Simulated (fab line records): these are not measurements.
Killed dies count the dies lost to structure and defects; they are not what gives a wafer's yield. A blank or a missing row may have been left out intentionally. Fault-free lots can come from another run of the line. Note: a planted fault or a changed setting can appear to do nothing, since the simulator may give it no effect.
Which tool is to blame? | flow nand-harc | 12 lots, 36 wafers sampled, at 6 steps of a route of 1302

## WHAT THE GAUGES SHOWED, per wafer
NHARC_P_CONTACT_CD_MEAS_12: the cd target is 90 nm.
lot  | measured     | on        | cd-nm (nm)
L074 | day 6 06:41  | cd-sem-01 | 89.7 89.8 90.3
L077 | day 7 03:23  | cd-sem-02 | 88.8 89.1 89.3
L079 | day 8 03:17  | cd-sem-03 | 89.7 88.1 89.7
L081 | day 8 16:49  | cd-sem-03 | 90.5 89.9 90.4
L083 | day 9 18:08  | cd-sem-02 | 89.6 88.9 89.0
L085 | day 10 10:52 | cd-sem-01 | 90.3 90.3 90.4
L087 | day 11 05:26 | cd-sem-03 | 91.1 91.3 89.5
L089 | day 12 01:14 | cd-sem-02 | 90.4 90.0 90.4
L091 | day 12 22:43 | cd-sem-02 | 89.1 89.8 89.4
L093 | day 13 15:11 | cd-sem-02 | 89.8 90.5 89.4
L095 | day 14 10:15 | cd-sem-03 | 90.3 89.1 89.6
L097 | day 15 15:14 | cd-sem-01 | 91.3 90.6 90.7

## EACH LOT AND THE TOOL THAT RAN IT (in order: tool; ch and the chambers of the sampled wafers; start)
lot  | NHARC_P_GATE_DESCUM_13             | NHARC_P_GATE_ALD_36               | NHARC_P_GATE_DESCUM_48             | NHARC_P_GATE_STRIP_75                | NHARC_P_GATE_DESCUM_93
L074 | rie-diel-04 ch 0,1,3, day 4 20:15  | ald-sin-03 ch 0,1,2, day 5 15:12  | rie-diel-04 ch 0,1,2, day 5 22:48  | plasma-asher-01 ch 0,1, day 5 23:28  | rie-diel-04 ch 0,1,3, day 6 02:11
L077 | rie-diel-04 ch 0,1, day 5 14:40    | ald-sin-03 ch 2,3, day 6 08:55    | rie-diel-04 ch 1,2, day 6 19:31    | plasma-asher-02 ch 0,1, day 6 20:13  | rie-diel-02 ch 0,1,2, day 6 22:46
L079 | rie-diel-12 ch 1,2,3, day 6 08:49  | ald-sin-01 ch 0,1,2, day 7 10:21  | rie-diel-12 ch 0,1,2, day 7 19:05  | plasma-asher-01 ch 0,1, day 7 19:59  | rie-diel-02 ch 0,1,3, day 7 22:54
L081 | rie-diel-04 ch 0,1,3, day 7 04:58  | ald-sin-04 ch 1,3, day 7 23:15    | rie-diel-12 ch 1,2, day 8 08:58    | plasma-asher-02 ch 0,1, day 8 09:38  | rie-diel-12 ch 1,2,3, day 8 12:19
L083 | rie-diel-04 ch 0,2,3, day 8 05:28  | ald-sin-03 ch 0,2,3, day 8 22:55  | rie-diel-04 ch 0,1,3, day 9 09:46  | plasma-asher-01 ch 0,1, day 9 10:25  | rie-diel-04 ch 0,1,2, day 9 12:58
L085 | rie-diel-02 ch 0,1, day 9 00:52    | ald-sin-01 ch 1,2,3, day 9 18:19  | rie-diel-12 ch 2,3, day 10 02:55   | plasma-asher-01 ch 0,1, day 10 03:35 | rie-diel-12 ch 1,2, day 10 06:22
L087 | rie-diel-12 ch 0,1,2, day 9 17:18  | ald-sin-04 ch 0,2, day 10 11:41   | rie-diel-02 ch 1,2,3, day 10 21:08 | plasma-asher-01 ch 0,1, day 10 21:50 | rie-diel-04 ch 1,2,3, day 11 00:38
L089 | rie-diel-04 ch 0,1,2, day 10 13:30 | ald-sin-03 ch 1,2,3, day 11 06:14 | rie-diel-04 ch 0,2,3, day 11 17:01 | plasma-asher-01 ch 0,1, day 11 18:12 | rie-diel-12 ch 0,1,2, day 11 20:52
L091 | rie-diel-02 ch 0,1,2, day 11 12:07 | ald-sin-04 ch 0,1,3, day 12 03:47 | rie-diel-02 ch 1,2,3, day 12 14:26 | plasma-asher-01 ch 0,1, day 12 15:07 | rie-diel-12 ch 0,1,3, day 12 17:46
L093 | rie-diel-04 ch 0,2,3, day 12 05:41 | ald-sin-01 ch 0,3, day 12 21:44   | rie-diel-12 ch 1,2, day 13 07:19   | plasma-asher-02 ch 0,1, day 13 08:01 | rie-diel-04 ch 0,1, day 13 10:49
L095 | rie-diel-04 ch 0,2,3, day 12 23:32 | ald-sin-04 ch 1,2,3, day 13 15:26 | rie-diel-12 ch 0,1,2, day 14 02:22 | plasma-asher-02 ch 0,1, day 14 03:02 | rie-diel-04 ch 0,2,3, day 14 05:44
L097 | rie-diel-04 ch 0,2,3, day 14 05:34 | ald-sin-03 ch 0,1,3, day 14 21:43 | rie-diel-04 ch 2,3, day 15 07:10   | plasma-asher-02 ch 0,1, day 15 07:52 | rie-diel-12 ch 1,2,3, day 15 10:40
- NHARC_P_GATE_DESCUM_13: chemistry O2, time 3 s.
- NHARC_P_GATE_ALD_36: deposits SiNx, target thk 20 nm, pulse time 60 s, ald cycles 223.
- NHARC_P_GATE_DESCUM_48: chemistry O2, time 3 s.
- NHARC_P_GATE_STRIP_75: strips in O2.
- NHARC_P_GATE_DESCUM_93: chemistry O2, time 3 s.

## THE ANSWER, worked out from the rows above alone
Rule: the usual values come from the lots themselves. Put in order of their means at a reading, lots are off if they are a third of the lots or fewer, leave a main group of 4 or more, and stand apart from it by a gap of 3 or more times the standard deviation of the main group's means; of several such gaps the widest counts. Not used: any main group whose means are identical at the precision the tables above print for the reading. A lot without any number at a reading at which 4 lots or more have one is off too. Any other lot the step has rows for is counted as sound.
No lot is off at any reading shown: from this, nothing can be told.

## WHAT THE SIMULATOR HAD PUT IN
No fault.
